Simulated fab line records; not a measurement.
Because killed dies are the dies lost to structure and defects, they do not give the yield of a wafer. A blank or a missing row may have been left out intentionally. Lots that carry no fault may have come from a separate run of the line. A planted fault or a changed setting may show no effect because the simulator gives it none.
Struck lot and sound lot, side by side / flow n5_finfet / 18 out of 1938 route steps
Sound: wafers L683.1, L683.2, L683.6. Wafers L698.1, L698.2, L698.6 were the ones struck. The cause comes at the end.
Order at every step that has rows: each side's tool, ch and its chambers, its first start. Under that, the readings that differ: sound wafers / struck wafers / difference of the means / sigmas: that difference in standard deviations of wafers without a fault.
alike: words and numbers the same on both sides, and readings whose means are apart by under 2 such deviations; not compared: readings that were withheld, readings missing a value for some wafer, numbers with overlapping values and no deviation given by the record, and bounds like >300 which may hide the same value.
Wherever a step has rows on one side only, a row that says differs or no value, or a row with sigmas, the two part there. When numbers do not overlap yet have no deviation, they are printed without sigmas and do not part them. Lack of a reading on every wafer of one side parts them only where that side has two or more wafers.

N5_MOL_CONTACT_COAG_STRIP_96: strips in N2/H2.
  sound on rie_diel-01 ch 1,2, day 6 17:48; struck on rie_diel-04 ch 1,2,3, day 10 07:55
  alike: chamber_pressure_mTorr, drypump_motor_current_A, oes_product_au, rf_vpp_V, showerhead_plenum_p_Torr, throttle_valve_pct
  not compared: rf_hours_counter_h
N5_MOL_CONTACT_COAG_ETCH_47: etches SiNx in CH3F/O2, stops on W, target depth 27 nm.
  sound on rie_diel-01 ch 1,2, day 6 17:50; struck on rie_diel-04 ch 1,2,3, day 10 07:57
  alike: CH3F_flow_sccm, O2_flow_sccm, chamber_pressure_mTorr, drypump_motor_current_A, etch_rf_on_time_s, oes_product_au, rf_fwd_power_W, rf_vpp_V, showerhead_plenum_p_Torr, throttle_valve_pct
  not compared: rf_hours_counter_h
N5_MOL_CONTACT_COAG_STRIP_119: strips in N2/H2, time 30 s.
  sound on plasma_asher-02 ch 0,1, day 6 17:55; struck on plasma_asher-02 ch 0,1, day 10 08:02
  alike: drypump_motor_current_A, heater_power_w
  not compared: rf_hours_counter_h
then, 2 steps without rows for these wafers: N5_MOL_CONTACT_COAG_PRECLEAN_144 (cleans in alkaline clean, time 60 s); N5_MOL_CONTACT_COAG_SRD_145 (time 30 s).
N5_MOL_CONTACT_COAG_CD_MEAS_137 targets a cd of 16 nm.
  sound on cd_sem-01 at day 6 18:04; struck on cd_sem-01 at day 10 08:11
  alike: cd_nm
then, 6 steps without rows for these wafers: N5_MOL_CONTACT_COAG_COAT_62 (time 60 s, resist thk 60 nm); N5_MOL_CONTACT_COAG_COAT_63 (time 60 s, resist thk 10 nm); N5_MOL_CONTACT_COAG_COAT_64 (time 60 s, resist thk 10 nm); N5_MOL_CONTACT_COAG_COAT_34 (resist thk 40 nm); N5_MOL_CONTACT_COAG_EBR_36; N5_MOL_CONTACT_COAG_SOFTBAKE_35 (time 60 s).
N5_MOL_CONTACT_COAG_EXPOSE_37: exposes mask VD, defocus 0 nm.
  sound on euv_scanner-01 ch 0, day 6 18:22; struck on euv_scanner-01 ch 0, day 10 08:29
reading=exposure_dose_mJ_cm2; sound=62.46 62.46 62.46; struck=64.62 64.70 64.54; difference=+2.16; sigmas=+8
  alike: mask, reticle_temp_C
then, 2 steps without rows for these wafers: N5_MOL_CONTACT_COAG_PEB_38 (peb time 60 s); N5_MOL_CONTACT_COAG_DEVELOP_39 (develop time 30 s).
N5_MOL_CONTACT_COAG_CD_MEAS_40 targets a cd of 25.1 nm.
  sound on cd_sem-03 ch 0, day 6 18:31; struck on cd_sem-02 ch 0, day 10 08:38
reading=cd_nm (nm); sound=24.86 25.21 25.10; struck=25.61 25.46 25.64; difference=+0.51; sigmas=+2
N5_MOL_CONTACT_COAG_OVL_MEAS_41:
  sound on overlay-02 ch 0, day 6 18:32; struck on overlay-01 ch 0, day 10 08:40
  alike: VD_OVL
-- a jump in the record: the struck wafers' starts before and after are 10 days apart (it breaks off in module MOL_CONTACT_COAG and resumes in module PASSIVATION, where the first step shown is number 1936 of the route) --
N5_PASSIVATION_PROBE_49:
  sound on prober-01 at day 15 10:01; struck on prober-02 at day 19 23:44
  alike: killed_at_M0_to_M3, killed_at_M4_up, killed_at_contacts, killed_at_front_end, killed_at_other, killed_dies, killed_open, killed_short

== WHERE THEY PART ==
At N5_MOL_CONTACT_COAG_EXPOSE_37 first; at N5_MOL_CONTACT_COAG_CD_MEAS_40 last (within this record only). Later steps at which nothing parts them and some readings are alike: N5_MOL_CONTACT_COAG_OVL_MEAS_41, N5_PASSIVATION_PROBE_49.

WHY: what the simulator had put in
Process parameter drift: euv_scanner-01, from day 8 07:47 on, at N5_MOL_CONTACT_COAG_EXPOSE_37. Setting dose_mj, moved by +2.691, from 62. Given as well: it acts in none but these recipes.
